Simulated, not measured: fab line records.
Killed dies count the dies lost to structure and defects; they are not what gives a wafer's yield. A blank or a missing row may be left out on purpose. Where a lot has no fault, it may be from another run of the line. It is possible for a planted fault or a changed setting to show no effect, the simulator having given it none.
Which tool is to blame?	flow n5-finfet	27 wafers from 9 lots sampled at 6 of the route's 1938 steps

WHAT THE GAUGES SHOWED, per wafer
N5_BEOL_M3_THK_MEAS_01.
lot	measured	on	M3_ILD_THK (nm)
L076	day 7 11:57	film-metro-02	77.9 79.1 78.6
L078	day 7 23:00	film-metro-01	76.6 77.5 79.0
L079	day 8 14:53	film-metro-02	77.4 76.9 78.0
L083	day 9 05:43	film-metro-02	77.4 79.1 78.0
L087	day 10 02:11	film-metro-01	78.1 79.4 79.0
L088	day 10 22:52	film-metro-02	78.8 78.8 80.4
L091	day 11 09:55	film-metro-02	79.2 79.4 81.5
L094	day 11 14:33	film-metro-02	78.8 78.0 78.8
L096	day 12 20:36	film-metro-02	78.9 78.5 79.7

WHAT TOOL EACH LOT RAN ON (gives the tool, then ch and the chambers of the sampled wafers, and finally the start)
lot	N5_BEOL_M0_ALD_136	N5_BEOL_M1_VIA_ETCH_34	N5_BEOL_M2_ETCH_69	N5_BEOL_M2_ETCH_70	N5_BEOL_M2_ALD_84
L076	ald-metal-03 ch 0,2,3, day 6 08:01	rie-diel-06 ch 0,1, day 6 15:44	rie-diel-04 ch 0,1, day 6 21:53	rie-diel-04 ch 1,3, day 7 07:26	ald-metal-01 ch 1,3, day 7 08:28
L078	ald-metal-03 ch 0,1,3, day 6 18:37	rie-diel-06 ch 0,1,2, day 7 07:38	rie-diel-04 ch 0,1, day 7 17:26	rie-diel-05 ch 0,1,3, day 7 17:41	ald-metal-03 ch 0,3, day 7 19:36
L079	ald-metal-04 ch 0,1,2, day 7 10:57	rie-diel-01 ch 0,1, day 7 19:43	rie-diel-05 ch 0,2, day 8 04:31	rie-diel-03 ch 1,2,3, day 8 10:25	ald-metal-01 ch 1,2, day 8 11:14
L083	ald-metal-01 ch 2,3, day 8 04:19	rie-diel-02 ch 0,2,3, day 8 13:03	rie-diel-04 ch 2,3, day 8 20:13	rie-diel-05 ch 2,3, day 9 00:50	ald-metal-03 ch 1,3, day 9 01:56
L087	ald-metal-03 ch 0,2,3, day 9 06:11	rie-diel-01 ch 0,1, day 9 12:09	rie-diel-05 ch 0,1, day 9 19:11	rie-diel-05 ch 1,2, day 9 21:04	ald-metal-02 ch 1,3, day 9 22:10
L088	ald-metal-04 ch 0,1,2, day 9 15:19	rie-diel-01 ch 0,1,3, day 10 08:16	rie-diel-03 ch 0,3, day 10 17:56	rie-diel-05 ch 1,2,3, day 10 18:32	ald-metal-01 ch 0,1,3, day 10 19:16
L091	ald-metal-04 ch 1,3, day 10 09:57	rie-diel-06 ch 0,2,3, day 10 15:17	rie-diel-05 ch 0,1,3, day 10 23:17	rie-diel-05 ch 2,3, day 11 04:07	ald-metal-02 ch 0,3, day 11 05:20
L094	ald-metal-04 ch 0,2,3, day 10 18:38	rie-diel-02 ch 1,2,3, day 11 00:34	rie-diel-03 ch 0,1,3, day 11 08:14	rie-diel-03 ch 1,3, day 11 09:46	ald-metal-03 ch 0,1,3, day 11 10:55
L096	ald-metal-04 ch 0,1,3, day 11 13:25	rie-diel-01 ch 1,2,3, day 12 03:06	rie-diel-03 ch 1,2,3, day 12 13:59	rie-diel-05 ch 0,3, day 12 15:19	ald-metal-02 ch 1,2,3, day 12 16:50
- N5_BEOL_M0_ALD_136: deposits TaN, pulse time 2 s, purge time 3 s, co reactant purge time 2 s.
- N5_BEOL_M1_VIA_ETCH_34: etches the open film in C4F6/O2, target depth 67.8 nm, time 64.4 s.
- N5_BEOL_M2_ETCH_69: etches SiARC in CF4, target depth 15.6 nm, time 26 s.
- N5_BEOL_M2_ETCH_70: etches SOC in N2/H2, target depth 80 nm, overetch 24 nm, time 130 s.
- N5_BEOL_M2_ALD_84: deposits TaN, pulse time 2 s, purge time 3 s, co reactant purge time 2 s.

THE ANSWER, worked out from the rows above alone
Rule: usual is defined by the lots themselves. The widest of any qualifying gaps counts: lots, ordered by their means at a reading, are off when they make up no more than a third of the lots, leave a main group of 4 or more, and stand apart from it by 3 or more times the standard deviation of that group's means. A main group is skipped when, at the precision printed for the reading in the tables above, its means are all equal. Also off: a lot with no number at a reading for which 4 or more lots have one. Any other lot the step has rows for is counted as sound.
Across all readings shown, no lot is off: no conclusion can be drawn from this.

WHAT THE SIMULATOR HAD PUT IN
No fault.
